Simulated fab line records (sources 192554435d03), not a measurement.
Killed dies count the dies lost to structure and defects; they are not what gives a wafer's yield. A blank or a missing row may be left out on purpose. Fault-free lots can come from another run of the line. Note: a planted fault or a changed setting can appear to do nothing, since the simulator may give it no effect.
The same fault as seen by 3 desks	flow n5_finfet	each desk holds nothing but its own numbers, with what lay behind them at the end

FOR THE TOOL OWNER'S DESK: cvd_co-01
At N5_BEOL_M4_PRE_CLEAN_60 (time 15 s), the tool's own readings, given per lot that ran on this tool as the mean of the sampled wafers with a number. The brackets show how far a lot's mean lies from the usual mean; more than 4 standard deviations puts the lot out of limits, marked OUT.
Columns: A = heater_power_w at N5_BEOL_M4_PRE_CLEAN_60, usual 79 W; B = rf_fwd_power_W at N5_BEOL_M4_PRE_CLEAN_60, usual 296.4 W
lot	first seen here	A	B
L509	day 8 12:12	70	295.5
L512	day 9 05:38	72	296.8
L513	day 9 09:20	72	296.2
L521	day 11 04:56	71	295.2
L522	day 12 03:14	70	294.6
Result from this desk: across the 5 lots, nothing is out of limits.

METROLOGY DESK
What the gauges read for every lot (on any tool): the sampled wafers with a number, averaged. The brackets show how far a lot's mean lies from the usual mean; more than 4 standard deviations puts the lot out of limits, marked OUT. Shown here are 7 of its 10 readings, the ones lying furthest out on some lot.
Columns: A = DIBL_N at N5_BEOL_M4_RC_MEAS_101, usual 35.3 mV/V; B = DIBL_P at N5_BEOL_M4_RC_MEAS_101, usual 35 mV/V; C = IOFF_N at N5_BEOL_M4_RC_MEAS_101, usual 0.15 nA/um; D = IOFF_P at N5_BEOL_M4_RC_MEAS_101, usual 0.20 nA/um; E = ION_N at N5_BEOL_M4_RC_MEAS_101, usual 673 uA/um; F = ION_P at N5_BEOL_M4_RC_MEAS_101, usual 462 uA/um; G = SS_P at N5_BEOL_M4_RC_MEAS_101, usual 73.0 mV/dec
lot	first seen here	A	B	C	D	E	F	G
L509	day 8 12:38	32.9	32	0.12	0.17	668	462	72.2
L510	day 8 18:04	37.2	38	0.18	0.21	686	462	73.7
L512	day 9 05:55	38.8	41	0.24	0.31	708	486	75.1
L513	day 9 09:36	35.2	36	0.15	0.22	680	474	73.6
L515	day 10 03:30	38.7	40	0.23	0.30	693	474	74.2
L516	day 10 03:44	35.8	36	0.15	0.21	678	469	72.6
L521	day 11 05:14	35.0	34	0.12	0.16	663	458	72.9
L522	day 12 03:50	36.7	38	0.19	0.23	691	472	73.4
L529	day 13 04:11	33.8	33	0.11	0.15	676	464	71.6
L531	day 13 09:18	30.8	30	0.09	0.11	653	449	72.3
L532	day 14 06:27	35.8	34	0.12	0.16	653	448	73.5
Result from this desk: across the 11 lots, nothing is out of limits.

THE DEFECT DESK
Per lot, the means of the sampled wafers with a number show what the inspections along the route counted. The brackets show how far a lot's mean lies from the usual mean; more than 4 standard deviations puts the lot out of limits, marked OUT.
Columns: A = raw_defect_count at N5_BEOL_M4_INSPECT_59, usual 67; B = raw_defect_count at N5_BEOL_M5_INSPECT_13, usual 379
lot	first seen here	A	B
L509	day 8 12:27	44	335
L510	day 8 18:02	61	267
L512	day 9 05:53	68	606
L513	day 9 09:35	50	408
L515	day 10 03:10	81	437
L516	day 10 03:43	92	411
L521	day 11 05:13	1127 (+48) OUT	1368 (+9.0) OUT
L522	day 12 03:29	1109 (+47) OUT	1393 (+9.2) OUT
L529	day 13 04:10	65	385
L531	day 13 09:16	82	394
L532	day 14 06:26	51	278
This desk's verdict: out of limits on L521, L522, starting with L521 at day 11 05:13 (raw_defect_count at N5_BEOL_M4_INSPECT_59). L509, L510, L512, L513, L515, L516, L529, L531, L532: within limits.

ALL TOGETHER
The defect desk could have raised an alarm at day 11 05:13, on L521, L522.
The desk of the tool owner found nothing out of limits.
Metrology desk: nothing out of limits seen.
Tool owner's desk: L521, L522 on record, inside its limits.
The metrology desk has L521, L522 on record, within its limits.
On cvd_co-01, each named lot ran N5_BEOL_M4_PRE_CLEAN_60.

WHAT THE SIMULATOR HAD INSERTED
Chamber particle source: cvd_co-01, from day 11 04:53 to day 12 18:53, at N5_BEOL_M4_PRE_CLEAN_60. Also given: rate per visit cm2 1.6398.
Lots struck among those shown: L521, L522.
Hours from the fault's start to each desk's first reading out of limits: the defect desk, 0.
